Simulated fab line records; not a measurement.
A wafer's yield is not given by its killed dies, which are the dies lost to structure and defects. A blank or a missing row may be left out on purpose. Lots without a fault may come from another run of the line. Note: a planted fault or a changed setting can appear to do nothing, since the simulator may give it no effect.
The tool behind it: which one? :: flow nandHarc :: 24 lots, 72 wafers sampled, at 2 steps of a route of 1159

WHAT THE GAUGES READ, wafer by wafer
NHARC_A_SGD_CUT_CD_MEAS_09 targets a cd of 100 nm.
lot: L075
measured: day 13 20:40
on: cdSem-02
cdNm (nm): 99.4 99.8 99.9

lot: L074
measured: day 13 20:58
on: cdSem-01
cdNm (nm): 99.4 99.4 99.5

lot: L077
measured: day 14 10:10
on: cdSem-02
cdNm (nm): 100.4 100.8 100.6

lot: L076
measured: day 14 10:23
on: cdSem-01
cdNm (nm): 100.3 100.1 100.6

lot: L080
measured: day 14 20:11
on: cdSem-02
cdNm (nm): 99.5 100.1 100.0

lot: L079
measured: day 14 20:24
on: cdSem-01
cdNm (nm): 100.2 100.6 100.1

lot: L078
measured: day 14 20:41
on: cdSem-02
cdNm (nm): 99.7 99.2 99.6

lot: L081
measured: day 15 21:46
on: cdSem-01
cdNm (nm): 99.1 99.1 98.8

lot: L082
measured: day 15 22:10
on: cdSem-01
cdNm (nm): 100.4 100.8 100.8

lot: L084
measured: day 16 10:52
on: cdSem-02
cdNm (nm): 100.0 100.3 99.8

lot: L083
measured: day 16 11:27
on: cdSem-03
cdNm (nm): 99.8 99.9 99.9

lot: L085
measured: day 17 05:08
on: cdSem-02
cdNm (nm): 100.2 99.6 99.6

lot: L086
measured: day 17 05:23
on: cdSem-01
cdNm (nm): 100.7 99.9 99.7

lot: L088
measured: day 17 07:02
on: cdSem-03
cdNm (nm): 99.6 100.2 100.5

lot: L091
measured: day 17 17:58
on: cdSem-01
cdNm (nm): 100.7 100.6 100.3

lot: L090
measured: day 17 18:15
on: cdSem-02
cdNm (nm): 99.5 100.2 100.4

lot: L087
measured: day 18 00:08
on: cdSem-02
cdNm (nm): 99.9 100.4 99.9

lot: L089
measured: day 18 00:16
on: cdSem-02
cdNm (nm): 100.1 100.0 100.4

lot: L093
measured: day 18 07:11
on: cdSem-02
cdNm (nm): 99.5 100.1 99.7

lot: L092
measured: day 18 19:05
on: cdSem-02
cdNm (nm): 99.8 98.6 100.1

lot: L096
measured: day 19 11:56
on: cdSem-02
cdNm (nm): 100.4 99.5 100.0

lot: L094
measured: day 19 12:11
on: cdSem-02
cdNm (nm): 100.1 99.5 99.6

lot: L095
measured: day 19 12:46
on: cdSem-02
cdNm (nm): 99.6 99.3 99.6

lot: L097
measured: day 19 22:49
on: cdSem-03
cdNm (nm): 99.7 99.6 99.4

NHARC_A_SGD_CUT_INSPECT_25.
lot: L075
measured: day 14 03:18
on: defectInspect-01
rawDefectCount: 318 245 344

lot: L074
measured: day 14 03:24
on: defectInspect-01
rawDefectCount: 235 235 267

lot: L077
measured: day 14 16:35
on: defectInspect-02
rawDefectCount: 245 234 263

lot: L076
measured: day 14 16:32
on: defectInspect-01
rawDefectCount: 287 323 291

lot: L080
measured: day 15 02:46
on: defectInspect-02
rawDefectCount: 309 272 182

lot: L079
measured: day 15 02:46
on: defectInspect-01
rawDefectCount: 163 203 204

lot: L078
measured: day 15 02:46
on: defectInspect-02
rawDefectCount: 260 256 199

lot: L081
measured: day 16 04:22
on: defectInspect-01
rawDefectCount: 440 283 295

lot: L082
measured: day 16 04:22
on: defectInspect-02
rawDefectCount: 408 343 369

lot: L084
measured: day 16 19:36
on: defectInspect-02
rawDefectCount: 311 244 229

lot: L083
measured: day 16 19:39
on: defectInspect-01
rawDefectCount: 453 282 247

lot: L085
measured: day 17 12:41
on: defectInspect-01
rawDefectCount: 357 360 425

lot: L086
measured: day 17 12:44
on: defectInspect-01
rawDefectCount: 263 350 462

lot: L088
measured: day 17 12:39
on: defectInspect-02
rawDefectCount: 316 293 281

lot: L091
measured: day 18 00:57
on: defectInspect-01
rawDefectCount: 449 378 289

lot: L090
measured: day 18 00:32
on: defectInspect-02
rawDefectCount: 411 250 243

lot: L087
measured: day 18 06:52
on: defectInspect-01
rawDefectCount: 272 262 205

lot: L089
measured: day 18 06:51
on: defectInspect-02
rawDefectCount: 290 240 206

lot: L093
measured: day 18 15:23
on: defectInspect-01
rawDefectCount: 431 344 320

lot: L092
measured: day 19 01:42
on: defectInspect-01
rawDefectCount: 340 160 179

lot: L096
measured: day 19 19:01
on: defectInspect-01
rawDefectCount: 426 570 479

lot: L094
measured: day 19 19:01
on: defectInspect-02
rawDefectCount: 282 282 262

lot: L095
measured: day 19 19:04
on: defectInspect-02
rawDefectCount: 289 354 304

lot: L097
measured: day 20 05:11
on: defectInspect-01
rawDefectCount: 296 266 249

TOOL THAT RAN EACH LOT (tool first, then ch and the chambers of the sampled wafers, then the start)
The record holds no process step before these readings.

WHAT THE TOOLS THEMSELVES READ (means of the sampled wafers that have a number; where no wafer has one, the mark that the record gives instead)
The record holds no such reading with a usual standard deviation.

THE ANSWER, worked out from the rows above alone
Rule: what is usual is taken from the lots themselves. Put in order of their means at a reading, lots are off if they are a third of the lots or fewer, leave a main group of 4 or more, and stand apart from it by a gap of 3 or more times the standard deviation of the main group's means; of several such gaps the widest counts. Not used: any main group whose means are identical at the precision the tables above print for the reading. Also off: a lot with no number at a reading for which 4 or more lots have one. All remaining lots with rows at the step are treated as sound. First the gauges in route order, then the tools' own readings, where a lot's mean is used as printed above. The first step at which some lot is off is used, and at that step the reading that is off furthest; a lot without a number counts as furthest.
Nothing can be told from this: no lot is off at any reading shown.

WHAT THE SIMULATOR HAD INSERTED
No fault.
